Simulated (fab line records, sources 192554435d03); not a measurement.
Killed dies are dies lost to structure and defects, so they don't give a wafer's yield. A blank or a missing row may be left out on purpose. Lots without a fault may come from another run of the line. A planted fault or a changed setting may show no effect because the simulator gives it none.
Split-lot experiment | flow n5_finfet | 7 lots, 21 wafers read, on a route of 1938 steps

THE SPLIT
At N5_BEOL_M6_TRENCH_ETCH_37 (etches SiCOH lowk in C4F6/O2, target depth 94.435 nm, time 31.5 s), the setting bias_w was moved away from the recipe's 185 W on 6 of the 21 wafers read, by -13.1% to +17.3%. The other wafers ran this setting at the recipe's value.

The reading is taken at the split's own step.

THE READING
rf_vpp_V, in V, at N5_BEOL_M6_TRENCH_ETCH_37 (etches SiCOH lowk in C4F6/O2, target depth 94.435 nm, time 31.5 s). Fault-free wafers of this fab line usually give 668 V, standard deviation 13 V.

wafer  | tool, chamber at the split | bias_w as run, W | against the recipe | rf_vpp_V, V | against lot-mates on the recipe
L076.1 | rie_diel-05, 1             | 185              | recipe             | 638         | -
L076.2 | rie_diel-05, 0             | 163.3            | -11.7%             | 585         | -74
L076.6 | rie_diel-05, 2             | 185              | recipe             | 679         | -
L080.1 | rie_diel-01, 1             | 185              | recipe             | 673         | -
L080.2 | rie_diel-01, 2             | 185              | recipe             | 672         | -
L080.5 | rie_diel-01, 1             | 185              | recipe             | 672         | -
L074.4 | rie_diel-05, 1             | 185              | recipe             | 638         | -
L074.5 | rie_diel-05, 1             | 217              | +17.3%             | 724         | +86
L074.6 | rie_diel-05, 2             | 217              | +17.3%             | 771         | +133
L084.2 | rie_diel-05, 3             | 185              | recipe             | 669         | -
L084.3 | rie_diel-05, 1             | 185              | recipe             | 639         | -
L084.6 | rie_diel-05, 0             | 185              | recipe             | 644         | -
L088.1 | rie_diel-01, 2             | 185              | recipe             | 672         | -
L088.2 | rie_diel-01, 1             | 185              | recipe             | 671         | -
L088.5 | rie_diel-01, 3             | 185              | recipe             | 682         | -
L093.1 | rie_diel-03, 0             | 160.7            | -13.1%             | 594         | no lot-mate on the recipe
L093.3 | rie_diel-03, 2             | 160.7            | -13.1%             | 613         | no lot-mate on the recipe
L093.6 | rie_diel-03, 1             | 160.7            | -13.1%             | 594         | no lot-mate on the recipe
L097.1 | rie_diel-01, 1             | 185              | recipe             | 671         | -
L097.2 | rie_diel-01, 0             | 185              | recipe             | 676         | -
L097.6 | rie_diel-01, 1             | 185              | recipe             | 672         | -

THE FIT
A straight line over all 21 wafers: rf_vpp_V changes by +5.04 V for each +1% of bias_w; r = +0.93; the points scatter about the line by 17 V.
The same after taking each lot's own level away (the mean of its wafers on the recipe; 18 wafers): +6.32 V for each +1%; r = +0.96; scatter 13 V.
On that fit, the largest move of bias_w shifts the reading by 1.1e+02 V.
The lots' own levels span 638.0 to 675.0 V, that is 2.8 times the standard deviation above.
So the lot-to-lot level changes the slope: the two fits differ.
Check: with one of the wafers moved furthest among these (+17.3%) left out of the fit, the line predicts +126 V for it against its lot-mates. It came out at +86 V against them.
Tool readings at the split's step, against how far the setting was moved: rf_vpp_V r = +0.93.

OTHER SPLITS ON THESE WAFERS
These wafers also went through other splits before the reading. Each is held against what the fit with the lots' levels taken away leaves over:
other split on the same wafers   | wafers away from the commonest value | r with rf_vpp_V (lot level and that fit taken away)
N5_BEOL_M2_COAT_22 spin_rpm      | 8                                    | +0.01
N5_BEOL_M2_DESCUM_33 time_s      | 4                                    | +0.08
N5_BEOL_M5_ETCH_62 source_w      | 9                                    | -0.21
N5_BEOL_M5_COAT_66 spin_rpm      | 5                                    | -0.22
N5_BEOL_M5_TRENCH_ETCH_37 bias_w | 9                                    | -0.19
N5_BEOL_M5_ETCH_41 source_w      | 6                                    | -0.23
N5_BEOL_M6_VIA_ETCH_34 time_s    | 2                                    | -0.31

THE FILE'S OWN FIT
rf_vpp_V changes by +6.31 V for each +1% of bias_w, r = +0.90.
